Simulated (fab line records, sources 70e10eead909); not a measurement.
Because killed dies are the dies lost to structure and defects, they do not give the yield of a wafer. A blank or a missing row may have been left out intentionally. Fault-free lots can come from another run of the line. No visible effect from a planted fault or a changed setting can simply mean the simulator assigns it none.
The tool behind it: which one?	flow nand-harc	14 lots with 42 wafers sampled at 4 steps, on a route of 1159 steps

== WHAT THE GAUGES SHOWED, per wafer ==
NHARC_THIN_TSV_CD_MEAS_12 targets a cd of 1000 nm.
lot	measured	on	cd-nm (nm)
L601	day 18 18:49	cd-sem-03	1000.1 999.6 1000.3
L604	day 18 22:31	cd-sem-02	1000.9 999.4 1000.3
L606	day 20 06:14	cd-sem-03	1000.3 998.4 1001.1
L610	day 21 00:43	cd-sem-02	999.4 998.3 1000.0
L611	day 21 06:11	cd-sem-03	997.7 997.3 996.0
L612	day 21 23:53	cd-sem-01	1000.7 1001.7 1002.6
L615	day 21 21:28	cd-sem-02	999.6 1000.1 998.5
L613	day 22 10:22	cd-sem-01	998.7 997.6 999.2
L620	day 23 08:27	cd-sem-02	1000.7 1001.0 1000.2
L618	day 23 12:34	cd-sem-01	997.5 997.2 997.3
L619	day 23 13:45	cd-sem-02	999.2 996.9 998.0
L622	day 23 22:06	cd-sem-02	1003.1 1001.7 1000.1
L624	day 23 23:18	cd-sem-02	998.8 999.3 1001.1
L623	day 24 17:51	cd-sem-02	1002.6 1002.6 1000.3

NHARC_END_SORT_01.
lot	measured	on	killed-at-array	killed-at-other	killed-at-periphery	killed-dies	killed-open	killed-short
L610	day 21 14:48	prober-01	25 105 14	3 2 0	1 0 1	29 107 15	1 1 3	3 1 1
L611	day 21 22:43	prober-01	39 36 129	1 0 1	5 3 5	45 39 135	4 4 3	1 0 3

== WHAT TOOL EACH LOT RAN ON (gives the tool, then ch and the chambers of the sampled wafers, and finally the start) ==
lot	NHARC_A_STAIRCASE_TRIM_231	NHARC_THIN_TSV_DEP_43
L601	rie-diel-10 ch 0,2,3, day 10 15:24	pecvd-02 ch 0,2, day 18 18:08
L604	rie-diel-10 ch 0,2,3, day 11 13:44	pecvd-03 ch 0,2, day 18 21:40
L606	rie-diel-10 ch 0,1, day 12 08:13	pecvd-03 ch 0,1, day 20 05:24
L610	rie-diel-10 ch 0,2,3, day 13 10:14	pecvd-01 ch 0,1,2, day 20 23:53
L611	rie-diel-10 ch 1,2,3, day 13 22:02	pecvd-01 ch 0,1,2, day 21 05:23
L612	rie-diel-05 ch 1,2, day 14 08:52	pecvd-03 ch 0,2, day 21 23:05
L615	rie-diel-05 ch 0,1,2, day 14 13:58	pecvd-02 ch 0,1, day 21 20:38
L613	rie-diel-01 ch 1,2,3, day 14 21:56	pecvd-02 ch 0,1,2, day 22 09:43
L620	rie-diel-01 ch 0,1,2, day 15 11:19	pecvd-03 ch 0,1,2, day 23 07:47
L618	rie-diel-01 ch 0,1,3, day 15 13:04	pecvd-03 ch 0,1,2, day 23 11:44
L619	rie-diel-01 ch 0,2,3, day 15 17:52	pecvd-01 ch 0,1,2, day 23 12:55
L622	rie-diel-05 ch 0,1, day 16 05:23	pecvd-01 ch 0,1,2, day 23 21:23
L624	rie-diel-01 ch 1,3, day 16 14:10	pecvd-01 ch 0,1,2, day 23 22:38
L623	rie-diel-05 ch 1,2,3, day 16 18:36	pecvd-02 ch 0,1, day 24 17:07
- NHARC_A_STAIRCASE_TRIM_231: chemistry O2, time 211.2 s.
- NHARC_THIN_TSV_DEP_43: deposits SiO2, target thk 1328.5 nm.

== AS READ BY THE TOOLS THEMSELVES (means over the sampled wafers that have a number; for cases with no such wafer, the mark the record gives instead) ==
NHARC_A_STAIRCASE_TRIM_231.
lot	tool	drypump-motor-current-A (A)	oes-product-au (a.u.)	rf-vpp-V (V)	showerhead-plenum-p-Torr (Torr)	throttle-valve-pct (%)
L601	rie-diel-10	5.5	1.000	57.3	3.58	17.044
L604	rie-diel-10	5.5	1.007	57.4	3.57	17.038
L606	rie-diel-10	5.3	1.003	57.6	3.50	17.039
L610	rie-diel-10	5.5	1.003	58.5	3.57	17.038
L611	rie-diel-10	5.6	1.000	58.1	3.71	17.039
L612	rie-diel-05	5.8	1.002	57.6	3.52	17.036
L615	rie-diel-05	5.8	1.002	57.9	3.44	17.041
L613	rie-diel-01	5.5	1.009	58.3	3.60	17.040
L620	rie-diel-01	5.6	1.009	58.5	3.46	17.037
L618	rie-diel-01	5.5	1.002	58.4	3.61	17.037
L619	rie-diel-01	5.4	1.000	57.7	3.51	17.034
L622	rie-diel-05	6.1	1.008	57.6	3.70	17.033
L624	rie-diel-01	5.7	1.011	57.8	3.70	17.046
L623	rie-diel-05	5.4	1.006	58.3	3.49	17.038

NHARC_THIN_TSV_DEP_43.
lot	tool	rf-fwd-power-W (W)	throttle-valve-pct (%)
L601	pecvd-02	897.6	15.6
L604	pecvd-03	901.4	16.7
L606	pecvd-03	898.5	16.3
L610	pecvd-01	897.0	15.9
L611	pecvd-01	899.9	15.9
L612	pecvd-03	898.7	16.3
L615	pecvd-02	898.9	16.0
L613	pecvd-02	895.8	15.8
L620	pecvd-03	897.9	16.5
L618	pecvd-03	895.8	16.5
L619	pecvd-01	898.3	15.9
L622	pecvd-01	897.4	16.1
L624	pecvd-01	898.4	16.0
L623	pecvd-02	899.4	16.0

== THE ANSWER, worked out from the rows above alone ==
Rule: what is usual is taken from the lots themselves. Put in order of their means at a reading, lots are off if they are a third of the lots or fewer, leave a main group of 4 or more, and stand apart from it by a gap of 3 or more times the standard deviation of the main group's means; of several such gaps the widest counts. A main group whose means are all the same, to the digits that the tables above print for the reading, isn't used. Also off: a lot with no number at a reading for which 4 or more lots have one. All remaining lots with rows at the step are treated as sound. Order of review: gauges by route order, followed by the tools' own readings, for which a lot's mean as printed above is used. The first step at which some lot is off is used, and at that step the reading that is off furthest; a lot without a number counts as furthest.
None of the lots is off at any reading shown; this tells nothing.

== WHAT HAD BEEN PUT IN BY THE SIMULATOR ==
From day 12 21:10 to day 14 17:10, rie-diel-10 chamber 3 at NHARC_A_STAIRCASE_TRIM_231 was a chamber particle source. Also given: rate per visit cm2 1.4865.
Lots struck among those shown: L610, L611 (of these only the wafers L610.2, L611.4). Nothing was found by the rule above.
